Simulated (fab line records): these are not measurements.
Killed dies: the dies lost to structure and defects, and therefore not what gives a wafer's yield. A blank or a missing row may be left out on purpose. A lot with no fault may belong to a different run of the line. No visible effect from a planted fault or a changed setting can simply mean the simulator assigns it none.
Matching of chambers || flow n5Finfet || N5_BEOL_M3_PECVD_72 on pecvd-04: 3 sister chambers
The step deposits SiO2 from TEOS/O2, target thk 16 nm, time 18 s. 3 wafers are shown with their chamber, then 7 later ones without.

## WAFERS PAIRED WITH THEIR CHAMBERS
{"wafer": "L089.5", "chamber": 2, "showerheadPlenumPTorr (Torr)": 8.91}
{"wafer": "L092.3", "chamber": 1, "showerheadPlenumPTorr (Torr)": 8.65}
{"wafer": "L092.5", "chamber": 0, "showerheadPlenumPTorr (Torr)": 8.77}

## WAFERS MISSING THEIR CHAMBER
{"wafer": "L092.6", "showerheadPlenumPTorr (Torr)": 8.68}
{"wafer": "L093.4", "showerheadPlenumPTorr (Torr)": 8.78}
{"wafer": "L093.5", "showerheadPlenumPTorr (Torr)": 8.67}
{"wafer": "L093.6", "showerheadPlenumPTorr (Torr)": 8.89}
{"wafer": "L094.2", "showerheadPlenumPTorr (Torr)": 8.68}
{"wafer": "L094.4", "showerheadPlenumPTorr (Torr)": 8.77}
{"wafer": "L094.5", "showerheadPlenumPTorr (Torr)": 8.65}

## WHICH CHAMBER EACH ONE RAN IN
{"wafer": "L092.6", "from the rows above": 1, "in truth": 1}
{"wafer": "L093.4", "from the rows above": 0, "in truth": 0}
{"wafer": "L093.5", "from the rows above": 1, "in truth": 1}
{"wafer": "L093.6", "from the rows above": 2, "in truth": 2}
{"wafer": "L094.2", "from the rows above": 1, "in truth": 1}
{"wafer": "L094.4", "from the rows above": 0, "in truth": 0}
{"wafer": "L094.5", "from the rows above": 1, "in truth": 1}
Correctly placed: 7 of 7. Not placeable from these rows: 0. Number placed wrongly: 0.
How it was worked out, from the rows above alone: a wafer's distance from a chamber is the root of the sum, over the readings, of the square of ((its reading less the chamber's mean) divided by the reading's scatter). If the next closest chamber is less than 2 further off than the closest, the wafer can't be placed; otherwise it belongs to the closest. Each chamber's mean is taken over the wafers shown for it. The scatter: root of mean squared gap, hidden wafer to nearest shown wafer, with one shown wafer a chamber.
